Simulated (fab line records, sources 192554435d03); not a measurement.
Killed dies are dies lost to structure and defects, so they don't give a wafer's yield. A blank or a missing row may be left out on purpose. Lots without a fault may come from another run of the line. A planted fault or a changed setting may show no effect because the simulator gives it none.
Tool commonality check | flow n5_finfet | 10 lots, 30 wafers sampled

WHY IT WAS OPENED
At N5_PASSIVATION_OVL_MEAS_60 the reading TV_OVL is flagged on 2 of 10 lots. Wafers without a fault read 1 nm, standard deviation 5.7.
Rule: a lot is flagged when every wafer of it that has a number lies more than 4 standard deviations from that mean, or none has a number. The other lots count as sound.

lot  | measured     | on         | TV_OVL (nm), wafer by wafer | flag
L908 | day 12 20:28 | overlay-02 | -4 -3 -2                    |
L909 | day 12 23:34 | overlay-02 | 12 5 1                      |
L911 | day 15 06:41 | overlay-02 | 2 1 2                       |
L915 | day 16 14:23 | overlay-01 | 1 -5 -10                    |
L919 | day 17 15:50 | overlay-02 | 810 793 801                 | FLAGGED
L920 | day 17 23:12 | overlay-01 | 7 8 7                       |
L923 | day 18 02:27 | overlay-02 | 7 5 11                      |
L910 | day 18 02:44 | overlay-01 | 817 811 818                 | FLAGGED
L925 | day 19 04:36 | overlay-02 | -2 6 0                      |
L926 | day 19 22:28 | overlay-01 | -5 -12 -5                   |
The numbers of the flagged lots are 808 nm on average: +807 nm against the usual, or +99 or more standard deviations.

WHICH TOOL RAN EACH LOT
The record holds 1 process step before the reading, out of a route of 1938 steps. In each cell: the tool, then ch and the chambers that the sampled wafers went through, then the start.
lot  | flag    | N5_PASSIVATION_EXPOSE_07
L908 |         | krf_scanner-02 ch 0, day 12 20:15
L909 |         | krf_scanner-01 ch 0, day 12 23:22
L911 |         | krf_scanner-01 ch 0, day 15 06:30
L915 |         | krf_scanner-02 ch 0, day 16 14:10
L919 | FLAGGED | krf_scanner-01 ch 0, day 17 15:37
L920 |         | krf_scanner-02 ch 0, day 17 23:00
L923 |         | krf_scanner-02 ch 0, day 18 02:14
L910 | FLAGGED | krf_scanner-01 ch 0, day 18 02:32
L925 |         | krf_scanner-02 ch 0, day 19 04:23
L926 |         | krf_scanner-02 ch 0, day 19 22:15
What these steps do:
- N5_PASSIVATION_EXPOSE_07: exposes mask TV, defocus 0 nm, target cd 3000 nm.
- N5_PASSIVATION_OVL_MEAS_60

FLAGGED OVER TOTAL, TOOL BY TOOL (the gauges that took the reading come last)
step                       | tool           | lots run | flagged | share of the flagged lots | sound lots run after its first flagged lot
N5_PASSIVATION_EXPOSE_07   | krf_scanner-01 | 4        | 2       | all                       | 0
N5_PASSIVATION_EXPOSE_07   | krf_scanner-02 | 6        | 0       | none                      | -
N5_PASSIVATION_OVL_MEAS_60 | overlay-01     | 4        | 1       | some                      | 1 (L926)
N5_PASSIVATION_OVL_MEAS_60 | overlay-02     | 6        | 1       | some                      | 2 (L923,L925)

WHAT THE TABLE ALLOWS
1 row of the table ran every flagged lot: krf_scanner-01 at N5_PASSIVATION_EXPOSE_07.
- krf_scanner-01 at N5_PASSIVATION_EXPOSE_07: 2 of its 4 lots flagged. Its last sound lot is L911 (day 15 06:30), its first flagged lot L919 (day 17 15:37): a fault that began between those two fits.
One tool is left: krf_scanner-01 at N5_PASSIVATION_EXPOSE_07.

WHAT THE SIMULATOR HAD PUT IN
Scanner matching overlay: krf_scanner-01, from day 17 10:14 on, at N5_PASSIVATION_EXPOSE_07. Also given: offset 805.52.
Lots struck among those shown: L919, L910. The rule above found the same.
